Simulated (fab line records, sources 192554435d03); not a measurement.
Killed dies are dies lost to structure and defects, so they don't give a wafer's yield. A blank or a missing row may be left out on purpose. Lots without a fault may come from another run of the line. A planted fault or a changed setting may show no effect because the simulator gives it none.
fab line records | flow n5_finfet
record lots=7 wafers=19 last_day=17
route steps=1938 shown BEOL_M11@1575 PASSIVATION@1936
lots that met no fault: from a run of the same line without faults
start_h: hours from the record's first day to the start of the lot's first wafer shown | wait_h: hours since the lot's step before | " the same as in the row above | L1.1+2: a row that stands for several wafers | - no value, or no start given | * or withheld: withheld | < > ~ a bound
route shown NAME@n: a module of which the file shows steps, and the number in the route of the first | usual: mean/standard deviation of fault-free wafers | same: alike in all rows | chamber/n: place in a boat | sites: the reading at each site | _std_site: their standard deviation | _edge_site: outer sites' mean less inner sites' | radius_mm: how far each site lies from the wafer's centre | mask NAME#n: copy n | behind: the tool/chamber that last shaped the wafer | hold: why the lot was held/for how many hours/how that ended | device: the transistor (n, p or np) that didn't switch | end of line: the same wafers' tests at the end of the route | a step without rows: its recipe alone | killed: dies lost to structure and defects at the first sort, not the wafer's yield | map: a wafer's dies, x killed, . not, _ none there
set.NAME: the setting as run; set.NAME@STEP: as run at that earlier step | model.NAME: the simulator's own value behind a step, which no gauge read
lots at some steps of the route; a table a step, a row a wafer
services: from which hour (start_h, from the record's first day; less than 0 if before it) a tool's chamber was out of use, for how many hours, and why
## steps
# step N5_BEOL_M11_VIA_ETCH_34
# recipe chemistry=C4F6/O2 target=SiCOH_lowk target_depth_a=1845 mask_material=SOC taper_deg=4 time_s=69.2 ion_energy_ev=250 pressure_mtorr=30 source_w=345 bias_w=185 Ar_flow_sccm=300 C4F6_flow_sccm=10 O2_flow_sccm=10
# usual drypump_motor_current_A=5.58/0.29 oes_product_au=0.77/0.064 rf_vpp_V=661/18 showerhead_plenum_p_Torr=2.81/0.11 throttle_valve_pct=20.91/0.2
# columns lot.wafer tool chamber start_h wait_h drypump_motor_current_A oes_product_au rf_hours_counter_h rf_vpp_V showerhead_plenum_p_Torr throttle_valve_pct
L248.2 rie_diel-03 3 299.12 0.0 4.92 0.73 206 667 2.93 21.25
L248.3 " 1 " " 6.45 0.74 189 673 2.83 20.97
L248.5 " 1 " " 6.45 0.75 - 673 2.83 20.97
L251.1 rie_diel-02 2 312.03 0.0 5.54 0.73 218 642 2.83 21.03
L251.3 " 1 " " 5.43 0.82 107 674 2.98 20.73
L251.6 " 0 " " 5.55 0.76 - 646 2.74 20.76
L249.2 rie_diel-06 2 320.82 0.0 5.84 0.76 142 643 2.63 20.89
L249.4 " 1 " " 5.37 0.80 102 699 2.90 21.17
L249.5 " 2 " " 5.85 0.75 - 641 2.63 20.90
L254.3 rie_diel-02 1 337.85 0.0 5.42 0.82 112 674 2.98 20.75
L254.5 " 3 " " 5.68 0.69 - 656 2.67 20.98
L254.6 " 2 " " 5.56 0.71 - 642 2.82 21.03
L256.3 rie_diel-02 0 351.25 0.0 5.52 0.75 151 647 2.73 20.76
L256.5 " 3 " " 5.66 0.69 - 653 2.67 21.03
L256.6 " 2 " " 5.52 0.71 - 641 2.82 21.05
L258.3 rie_diel-02 1 361.59 0.0 5.41 0.81 120 674 2.98 20.76
L258.4 " 1 " " 5.41 0.80 - 674 2.98 20.77
L255.3 rie_diel-02 1 362.38 0.0 5.42 0.81 120 675 2.98 20.76
L255.5 " 2 " " 5.53 0.71 - 641 2.82 21.03
# step N5_BEOL_M11_STRIP_73
# recipe chemistry=C4F6/O2 resist=SiARC rf_frequency_hz=6e+07
# step N5_BEOL_M11_STRIP_36
# recipe chemistry=N2/H2 power_w=450 temp_c=40 pressure_mtorr=20 rf_frequency_hz=6e+07 overash_fraction=0.3 bias_power_w=7 h2_frac=0.5 n2_flow_sccm=200 h2_flow_sccm=200
# usual drypump_motor_current_A=5.59/0.28 oes_product_au=0.78/0.066 rf_vpp_V=59.2/2 showerhead_plenum_p_Torr=2.50/0.091 throttle_valve_pct=23.60/0.28
# columns lot.wafer tool chamber start_h wait_h drypump_motor_current_A oes_product_au rf_hours_counter_h rf_vpp_V showerhead_plenum_p_Torr throttle_valve_pct
L248.2 rie_diel-03 3 299.18 0.0 4.91 0.72 206 61.0 2.62 24.20
L248.3 " 1 " " 6.41 0.74 189 57.8 2.52 23.41
L248.5 " 1 " " 6.44 0.75 - 62.9 2.52 23.39
L251.1 rie_diel-02 2 312.09 0.0 5.53 0.70 218 58.6 2.49 23.60
L251.3 " 1 " " 5.41 0.81 107 56.3 2.65 23.38
L251.6 " 0 " " 5.56 0.78 - 60.0 2.46 23.76
L249.2 rie_diel-06 2 320.88 0.0 5.86 0.76 142 60.9 2.35 23.90
L249.4 " 1 " " 5.36 0.81 102 59.4 2.54 23.26
L249.5 " 2 " " 5.85 0.78 - 57.9 2.35 23.94
L254.3 rie_diel-02 1 337.91 0.0 5.43 0.81 112 62.1 2.65 23.43
L254.5 " 3 " " 5.69 0.70 - 59.5 2.38 23.54
L254.6 " 2 " " 5.51 0.70 - 62.2 2.49 23.63
L256.3 rie_diel-02 0 351.31 0.0 5.53 0.76 151 57.1 2.45 23.79
L256.5 " 3 " " 5.66 0.69 - 57.5 2.38 23.57
L256.6 " 2 " " 5.56 0.69 - 62.1 2.49 23.60
L258.3 rie_diel-02 1 361.65 0.0 5.41 0.80 120 59.5 2.65 23.44
L258.4 " 1 " " 5.44 0.80 - 57.7 2.65 23.42
L255.3 rie_diel-02 1 362.44 0.0 5.42 0.80 120 60.5 2.65 23.42
L255.5 " 2 " " 5.53 0.69 - 57.0 2.48 23.60
# step N5_BEOL_M11_TRENCH_ETCH_37
# recipe chemistry=C4F6/O2 target_depth_a=1488.3 target=SiCOH_lowk time_s=48 ion_energy_ev=250 pressure_mtorr=30 source_w=345 bias_w=185 Ar_flow_sccm=300 C4F6_flow_sccm=10 O2_flow_sccm=10
# step N5_BEOL_M11_ETCH_41
# recipe chemistry=CH3F/O2 target=SiCN target_depth_a=426 taper_deg=2 time_s=86 ion_energy_ev=120 mask_material=TiN pressure_mtorr=30 source_w=395 bias_w=75 Ar_flow_sccm=150 CH3F_flow_sccm=30 O2_flow_sccm=20
# usual drypump_motor_current_A=5.58/0.29 oes_product_au=0.77/0.063 rf_vpp_V=296.9/1.8 showerhead_plenum_p_Torr=1.98/0.078 throttle_valve_pct=16.34/0.2
# columns lot.wafer tool chamber start_h wait_h drypump_motor_current_A oes_product_au rf_hours_counter_h rf_vpp_V showerhead_plenum_p_Torr throttle_valve_pct
L248.2 rie_diel-03 3 - - 4.93 0.72 206 300.2 2.06 16.65
L248.3 " 1 " " 6.50 0.73 189 298.1 1.99 16.41
L248.5 " 1 " " 6.48 0.74 - 296.0 1.99 16.41
L251.1 rie_diel-02 2 - - 5.55 0.72 218 296.6 1.99 16.46
L251.3 " 1 " " 5.43 0.82 107 298.4 2.10 16.14
L251.6 " 0 " " 5.52 0.77 - 296.0 1.92 16.24
L249.2 rie_diel-06 2 - - 5.86 0.76 142 292.1 1.84 16.32
L249.4 " 1 " " 5.36 0.80 102 297.1 2.04 16.51
L249.5 " 2 " " 5.84 0.76 - 294.9 1.84 16.34
L254.3 rie_diel-02 1 - - 5.41 0.81 112 299.7 2.10 16.16
L254.5 " 3 " " 5.64 0.68 - 293.2 1.87 16.55
L254.6 " 2 " " 5.52 0.72 - 297.0 1.98 16.49
L256.3 rie_diel-02 0 - - 5.52 0.76 151 296.3 1.92 16.24
L256.5 " 3 " " 5.69 0.68 - 294.9 1.87 16.53
L256.6 " 2 " " 5.54 0.71 - 297.2 1.98 16.46
L258.3 rie_diel-02 1 - - 5.46 0.81 120 300.2 2.09 16.17
L258.4 " 1 " " 5.43 0.81 - 298.9 2.09 16.18
L255.3 rie_diel-02 1 - - 5.45 0.80 120 298.2 2.09 16.17
L255.5 " 2 " " 5.55 0.71 - 297.8 1.98 16.50
# step N5_BEOL_M11_STRIP_77
# recipe chemistry=N2/H2 time_s=10 power_w=450 temp_c=40 pressure_mtorr=20 rf_frequency_hz=6e+07 bias_power_w=7 n2_flow_sccm=200 h2_flow_sccm=200
# usual drypump_motor_current_A=5.58/0.28 oes_product_au=0.78/0.064 rf_vpp_V=59.1/0.9 showerhead_plenum_p_Torr=2.50/0.091 throttle_valve_pct=23.60/0.27
# columns lot.wafer tool chamber start_h wait_h drypump_motor_current_A oes_product_au rf_hours_counter_h rf_vpp_V showerhead_plenum_p_Torr throttle_valve_pct
L248.2 rie_diel-03 3 - - 4.96 0.72 206 61.0 2.62 24.24
L248.3 " 1 " " 6.45 0.75 189 59.7 2.52 23.42
L248.5 " 1 " " 6.45 0.75 - 58.1 2.52 23.42
L251.1 rie_diel-02 2 - - 5.54 0.71 218 59.5 2.49 23.60
L251.3 " 1 " " 5.43 0.82 107 61.2 2.65 23.42
L251.6 " 0 " " 5.55 0.78 - 58.7 2.46 23.75
L249.2 rie_diel-06 2 - - 5.84 0.76 142 58.9 2.35 23.90
L249.4 " 1 " " 5.41 0.82 102 60.2 2.54 23.27
L249.5 " 2 " " 5.84 0.77 - 57.3 2.35 23.89
L254.3 rie_diel-02 1 - - 5.42 0.81 112 60.4 2.65 23.42
L254.5 " 3 " " 5.65 0.71 - 59.1 2.39 23.58
L254.6 " 2 " " 5.52 0.69 - 58.7 2.49 23.62
L256.3 rie_diel-02 0 - - 5.54 0.76 151 58.4 2.45 23.78
L256.5 " 3 " " 5.67 0.70 - 59.1 2.38 23.57
L256.6 " 2 " " 5.53 0.69 - 57.5 2.48 23.63
L258.3 rie_diel-02 1 - - 5.44 0.80 120 60.1 2.65 23.42
L258.4 " 1 " " 5.42 0.79 - 59.7 2.65 23.41
L255.3 rie_diel-02 1 - - 5.43 0.79 120 59.2 2.65 23.43
L255.5 " 2 " " 5.56 0.69 - 58.8 2.48 23.62
# step N5_BEOL_M11_OCD_MEAS_38
# usual trench_depth_nm=148/3.8
# columns lot.wafer tool chamber start_h wait_h trench_depth_nm
L248.2 ocd-01 - 299.40 - 149
L248.3 " - " " 149
L248.5 " - " " 149
L251.1 ocd-02 - 312.31 - 152
L251.3 " - " " 155
L251.6 " - " " 146
L249.2 ocd-02 - 321.10 - 148
L249.4 " - " " 151
L249.5 " - " " 148
L254.3 ocd-02 - 338.14 - 156
L254.5 " - " " 142
L254.6 " - " " 153
L256.3 ocd-01 - 351.54 - 145
L256.5 " - " " 139
L256.6 " - " " 149
L258.3 ocd-02 - 361.87 - 154
L258.4 " - " " 153
L255.3 ocd-02 - 362.67 - 155
L255.5 " - " " 150
# step N5_BEOL_M11_HM_STRIP_39
# recipe chemistry=peroxide_tin_strip material=TiN target_depth_a=250 temp_c=50 time_s=158
# step N5_BEOL_M11_SRD_40
# recipe time_s=30 temp_c=23 rinse_liquid=diw dry=ipa_marangoni
# step N5_BEOL_M11_PRECLEAN_42
# recipe chemistry=residue_remover time_s=60 temp_c=40
# step N5_BEOL_M11_SRD_43
# recipe time_s=30 temp_c=23 rinse_liquid=diw dry=ipa_marangoni
# step N5_BEOL_M11_CD_MEAS_35
# recipe target_cd_nm=70 polarity=opening
# usual cd_nm=69.4/0.78
# columns lot.wafer tool chamber start_h wait_h cd_nm
L248.2 cd_sem-03 - 299.56 0.0 69.6
L248.3 " - " " 69.4
L248.5 " - " " 69.5
L251.1 cd_sem-03 - 312.46 0.0 68.0
L251.3 " - " " 68.9
L251.6 " - " " 69.1
L249.2 cd_sem-02 - 321.26 0.0 69.2
L249.4 " - " " 69.5
L249.5 " - " " 70.7
L254.3 cd_sem-02 - 338.32 0.0 69.4
L254.5 " - " " 69.3
L254.6 " - " " 69.3
L256.3 cd_sem-03 - 351.70 0.0 69.5
L256.5 " - " " 69.0
L256.6 " - " " 70.6
L258.3 cd_sem-03 - 362.14 0.0 69.9
L258.4 " - " " 69.0
L255.3 cd_sem-03 - 362.92 0.0 71.4
L255.5 " - " " 69.5
# step N5_BEOL_M11_CURE_72
# recipe temp_c=370 time_s=120 ambient=DMADMS/He material=SiCOH_lowk
# usual lamp_power_pct=52.31/0.054 run_length_s=178.3/1.1 wafer_temp_C_max=371.3/0.61
# columns lot.wafer tool chamber start_h wait_h lamp_power_pct run_length_s wafer_temp_C_max
L248.2 uv_cure-03 0 299.65 0.1 52.35 177.9 371.4
L248.3 " 0 " " 52.28 178.1 371.3
L248.5 " 0 " " 52.32 177.6 371.0
L251.1 uv_cure-02 1 312.51 0.0 52.34 178.3 370.6
L251.3 " 1 " " 52.34 177.8 371.3
L251.6 " 1 " " 52.32 177.5 371.0
L249.2 uv_cure-01 1 321.35 0.1 52.32 178.8 372.0
L249.4 " 1 " " 52.34 179.0 373.0
L249.5 " 1 " " 52.30 178.7 372.9
L254.3 uv_cure-02 1 338.46 0.1 52.24 177.9 371.5
L254.5 " 1 " " 52.26 178.3 371.1
L254.6 " 1 " " 52.29 178.3 371.6
L256.3 uv_cure-03 0 351.84 0.1 52.40 177.5 371.0
L256.5 " 0 " " 51.54 161.5 370.9
L256.6 " 0 " " 52.40 177.8 370.8
L258.3 uv_cure-03 1 362.28 0.1 52.27 177.8 371.8
L258.4 " 1 " " 51.38 162.1 371.6
L255.3 uv_cure-03 0 363.06 0.1 52.39 177.9 370.9
L255.5 " 0 " " 51.46 161.5 370.9
# step N5_BEOL_M11_DEGAS_44
# recipe ambient=vacuum temp_c=250 time_s=60
# usual heater_power_w=328/22
# columns lot.wafer tool chamber start_h wait_h heater_power_w
L248.2 pvd_sputter-02 - 299.94 0.2 305
L248.3 " - " " 352
L248.5 " - " " 348
L251.1 pvd_sputter-02 - 313.07 0.5 311
L251.3 " - " " 282
L251.6 " - " " 305
L249.2 pvd_sputter-03 - 321.69 0.3 324
L249.4 " - " " 346
L249.5 " - " " 313
L254.3 pvd_sputter-02 - 338.79 0.3 317
L254.5 " - " " 301
L254.6 " - " " 332
L256.3 pvd_sputter-01 - 352.36 0.5 348
L256.5 " - " " 300
L256.6 " - " " 339
L258.3 pvd_sputter-01 - 362.79 0.5 342
L258.4 " - " " 303
L255.3 pvd_sputter-03 - 364.29 1.2 316
L255.5 " - " " 316
# step N5_PASSIVATION_PROBE_49
# usual defect_limited_yield=91.2/1.5 killed_at_M0_to_M3=36/10 killed_at_M4_up=14/5.2 killed_at_contacts=12/6 killed_at_front_end=37/10 killed_at_other=4/3.3 killed_dies=104/18 killed_open=68/14 killed_short=34/7.4 sort_bin_5_function=5.2/1 sort_bin_6_memory=3.3/0.7 sort_n_pass=1076/18 sort_yield_pct=91.2/1.5
# same gross_dies=1180 killed_at_back_side=0 sort_bin_4_leakage[%]=0 sort_bin_8_speed[%]=0
# columns lot.wafer tool chamber start_h wait_h defect_limited_yield[%] killed_at_M0_to_M3 killed_at_M4_up killed_at_contacts killed_at_front_end killed_at_other killed_dies killed_open killed_short sort_bin_5_function[%] sort_bin_6_memory[%] sort_n_pass sort_yield_pct[%]
L248.2 prober-01 - 344.35 0.1 92.8 41 13 9 21 1 85 60 24 4.5 2.5 1095 92.8
L248.3 prober-01 - 344.40 0.1 92.2 34 11 13 30 4 92 60 32 4.7 2.6 1088 92.2
L248.5 prober-01 - 344.50 0.2 90.1 43 18 8 45 3 117 82 34 6.1 3.6 1063 90.1
L251.1 prober-02 - 348.15 0.0 89.5 59 13 14 32 6 124 88 34 7.4 2.9 1056 89.5
L251.3 prober-02 - 348.25 0.1 89.2 36 21 19 43 8 127 88 37 6.4 4.0 1053 89.2
L251.6 prober-02 - 348.40 0.3 87.2 71 21 10 39 10 151 110 39 7.9 4.6 1029 87.2
L249.2 prober-01 - 362.82 0.1 89.4 27 15 22 54 7 125 82 43 6.6 3.7 1055 89.4
L249.4 prober-01 - 362.92 0.2 91.9 33 10 12 41 0 96 61 35 4.9 2.9 1084 91.9
L249.5 prober-01 - 362.97 0.2 89.8 36 6 17 59 2 120 84 36 6.1 3.7 1060 89.8
L254.3 prober-01 - 388.79 0.1 91.6 41 7 7 43 1 99 66 33 5.9 2.3 1081 91.6
L254.5 prober-01 - 388.89 0.2 90.7 34 13 7 54 2 110 68 40 7.0 2.1 1070 90.7
L254.6 prober-01 - 388.94 0.3 91.9 38 18 5 31 3 95 64 31 4.2 3.4 1085 91.9
L258.3 prober-01 - 399.16 0.1 90.8 51 11 11 31 4 108 68 40 5.4 3.6 1072 90.8
L258.4 prober-01 - 399.21 0.2 91.5 42 14 2 28 14 100 58 33 4.8 3.3 1080 91.5
L256.3 prober-01 - 401.30 0.1 90.5 30 15 14 48 5 112 76 35 5.0 4.1 1068 90.5
L256.5 prober-01 - 401.40 0.2 90.7 30 15 15 41 9 110 71 35 5.6 3.5 1070 90.7
L256.6 prober-01 - 401.45 0.3 91.8 36 13 17 25 6 97 67 29 3.7 4.1 1083 91.8
L255.3 prober-02 - 419.69 0.1 91.4 26 9 28 31 8 102 66 34 5.3 3.1 1078 91.4
L255.5 prober-02 - 419.79 0.2 89.4 46 17 23 33 6 125 70 55 6.9 3.1 1055 89.4
# killed by level:class
L248.2 BEOL_M0_SAQP:geometric_particle:open=11 BEOL_M2:geometric_particle:open=10 MOL_CONTACT_COAG:geometric_particle:open=6 BEOL_M3:geometric_particle:open=6 BEOL_M4:geometric_particle:open=5 BEOL_M0_SAQP:geometric_particle:short=4 BEOL_M3:geometric_particle:short=4 FIN_SAQP:geometric_particle:open=3
L248.3 BEOL_M1:geometric_particle:open=12 MOL_CONTACT_COAG:geometric_particle:open=10 BEOL_M0_SAQP:geometric_particle:open=9 DUMMY_GATE:geometric_particle:open=6 GATE_CUT:geometric_particle:short=4 BEOL_M2:geometric_particle:open=4 BEOL_M3:geometric_particle:open=4 STARTING-WAFER:geometric_particle:short=4
L248.5 BEOL_M2:geometric_particle:open=12 BEOL_M3:geometric_particle:open=12 FIN_SAQP:geometric_particle:short=11 FIN_SAQP:geometric_particle:open=8 MOL_CONTACT_COAG:geometric_particle:open=7 BEOL_M4:geometric_particle:open=7 STI_FIN_REVEAL:geometric_particle:open=6 BEOL_M0_SAQP:geometric_particle:short=5
L251.1 BEOL_M2:geometric_particle:open=17 MOL_CONTACT_COAG:geometric_particle:open=10 BEOL_M1:geometric_particle:open=9 STI_FIN_REVEAL:geometric_particle:open=9 BEOL_M0_SAQP:geometric_particle:open=8 FIN_SAQP:geometric_particle:short=7 BEOL_M0:geometric_particle:open=7 BEOL_M0_SAQP:geometric_particle:short=6
L251.3 MOL_CONTACT_COAG:geometric_particle:open=17 BEOL_M4:geometric_particle:open=14 BEOL_M3:geometric_particle:open=11 ILD0:geometric_particle:short=9 DUMMY_GATE:geometric_particle:open=8 BEOL_M2:geometric_particle:open=7 MIM_TOP_ETCH:geometric_particle:short=6 GATE_CUT:geometric_particle:short=5
L251.6 BEOL_M0_SAQP:geometric_particle:open=16 BEOL_M3:geometric_particle:open=15 BEOL_M0_SAQP:geometric_particle:short=14 STI_FIN_REVEAL:geometric_particle:open=10 BEOL_M4:geometric_particle:open=9 FIN_SAQP:geometric_particle:open=8 BEOL_M2:geometric_particle:open=8 MOL_CONTACT_COAG:geometric_particle:open=8
L249.2 FIN_SAQP:geometric_particle:open=20 MOL_CONTACT_COAG:geometric_particle:open=13 FIN_SAQP:geometric_particle:short=9 MOL_CONTACT_COAG:geometric_particle:short=9 GATE_CUT:geometric_particle:short=7 BEOL_M3:geometric_particle:open=7 BEOL_M1:geometric_particle:open=6 BEOL_M0_SAQP:geometric_particle:open=5
L249.4 FIN_SAQP:geometric_particle:short=9 STI_FIN_REVEAL:geometric_particle:open=9 MOL_CONTACT_COAG:geometric_particle:open=9 BEOL_M0_SAQP:geometric_particle:short=7 BEOL_M3:geometric_particle:open=7 FIN_SAQP:geometric_particle:open=6 BEOL_M0_SAQP:geometric_particle:open=4 BEOL_M0:geometric_particle:open=4
L249.5 FIN_SAQP:geometric_particle:open=18 MOL_CONTACT_COAG:geometric_particle:open=15 BEOL_M3:geometric_particle:open=12 STI_FIN_REVEAL:geometric_particle:open=9 FIN_SAQP:geometric_particle:short=8 BEOL_M1:geometric_particle:open=7 BEOL_M0_SAQP:geometric_particle:short=6 GATE_CUT:geometric_particle:short=5
L254.3 BEOL_M0_SAQP:geometric_particle:short=10 STI_FIN_REVEAL:geometric_particle:open=10 BEOL_M3:geometric_particle:open=9 FIN_SAQP:geometric_particle:open=8 BEOL_M0_SAQP:geometric_particle:open=8 STI_FIN_REVEAL:geometric_particle:short=7 MOL_CONTACT_COAG:geometric_particle:open=7 BEOL_M1:geometric_particle:open=7
L254.5 STI_FIN_REVEAL:geometric_particle:open=13 FIN_SAQP:geometric_particle:short=10 FIN_SAQP:geometric_particle:open=8 BEOL_M3:geometric_particle:open=8 BEOL_M0_SAQP:geometric_particle:short=7 DUMMY_GATE:geometric_particle:open=6 STARTING-WAFER:geometric_particle:short=6 MOL_CONTACT_COAG:geometric_particle:open=5
L254.6 FIN_SAQP:geometric_particle:open=13 BEOL_M0_SAQP:geometric_particle:short=12 BEOL_M2:geometric_particle:open=9 BEOL_M4:geometric_particle:open=8 BEOL_M0_SAQP:geometric_particle:open=6 STI_FIN_REVEAL:geometric_particle:open=5 BEOL_M3:geometric_particle:open=5 FIN_SAQP:geometric_particle:short=4
L258.3 BEOL_M0_SAQP:geometric_particle:open=18 BEOL_M0_SAQP:geometric_particle:short=16 FIN_SAQP:geometric_particle:open=10 FIN_SAQP:geometric_particle:short=9 MOL_CONTACT_COAG:geometric_particle:open=9 BEOL_M3:geometric_particle:open=6 STI_FIN_REVEAL:geometric_particle:open=4 BEOL_M1:geometric_particle:open=4
L258.4 BEOL_M0_SAQP:geometric_particle:open=9 PASSIVATION:area_etch=9 BEOL_M0_SAQP:geometric_particle:short=8 FIN_SAQP:geometric_particle:open=7 FIN_SAQP:geometric_particle:short=6 BEOL_M3:geometric_particle:open=6 BEOL_M4:geometric_particle:open=6 BEOL_M0:geometric_particle:open=5
L256.3 BEOL_M0_SAQP:geometric_particle:open=15 MOL_CONTACT_COAG:geometric_particle:open=12 FIN_SAQP:geometric_particle:open=11 FIN_SAQP:geometric_particle:short=11 BEOL_M4:geometric_particle:open=8 STI_FIN_REVEAL:geometric_particle:open=8 BEOL_M0_SAQP:geometric_particle:short=8 GATE_CUT:geometric_particle:short=4
L256.5 MOL_CONTACT_COAG:geometric_particle:open=12 STI_FIN_REVEAL:geometric_particle:open=10 BEOL_M0_SAQP:geometric_particle:short=9 FIN_SAQP:geometric_particle:open=8 BEOL_M0_SAQP:geometric_particle:open=8 FIN_SAQP:geometric_particle:short=5 STI_FIN_REVEAL:geometric_particle:short=5 BEOL_M3:geometric_particle:open=5
L256.6 MOL_CONTACT_COAG:geometric_particle:open=16 BEOL_M0_SAQP:geometric_particle:short=12 BEOL_M0_SAQP:geometric_particle:open=12 BEOL_M4:geometric_particle:open=9 BEOL_M3:geometric_particle:open=8 GATE_CUT:geometric_particle:short=4 STI_FIN_REVEAL:geometric_particle:open=3 STARTING-WAFER:geometric_particle:short=3
L255.3 MOL_CONTACT_COAG:geometric_particle:open=23 BEOL_M3:geometric_particle:short=7 STI_FIN_REVEAL:geometric_particle:open=6 BEOL_M2:geometric_particle:open=6 DUMMY_GATE:geometric_particle:open=5 MOL_CONTACT_COAG:geometric_particle:short=5 BEOL_M4:geometric_particle:open=4 GATE_CUT:geometric_particle:short=4
L255.5 BEOL_M0_SAQP:geometric_particle:open=16 MOL_CONTACT_COAG:geometric_particle:open=15 BEOL_M0_SAQP:geometric_particle:short=12 MOL_CONTACT_COAG:geometric_particle:short=8 BEOL_M3:geometric_particle:open=7 GATE_CUT:geometric_particle:short=5 BEOL_M5:geometric_particle:short=5 FIN_SAQP:geometric_particle:short=4
## services
# columns tool chamber start_h hours kind
rie_diel-03 2 285.40 - clean
rie_diel-03 2 285.40 - consumable_replace:focus_ring
rie_diel-03 2 285.40 16.3 scheduled_down
rie_diel-03 2 285.40 16.3 vent_cycle
uv_cure-03 - 316.49 1.0 pm
rie_diel-06 2 331.76 38.5 repair
rie_diel-02 3 351.50 - clean
rie_diel-02 3 351.50 - consumable_replace:focus_ring
rie_diel-02 3 351.50 - consumable_replace:showerhead
rie_diel-02 3 351.50 17.3 scheduled_down
rie_diel-02 3 351.50 17.3 vent_cycle
## key
first_sign step=N5_BEOL_M11_CURE_72 reading=lamp_power_pct direction=down sigmas=16 usual=* struck=*
effect step=N5_BEOL_M11_CURE_72 reading=run_length_s direction=down sigmas=16 usual=* struck=*
met_at N5_BEOL_M11_CURE_72
struck_wafers L255.5,L256.5,L258.4
onset_between 299.65 351.84
fault kind=process_parameter_drift tool=uv_cure-03 chamber=- onset_h=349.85 steps=N5_BEOL_M11_CURE_72 channel=time_s offset=* shape=step end_h=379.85 scope=struck_wafers_only acts_in=* stated=*
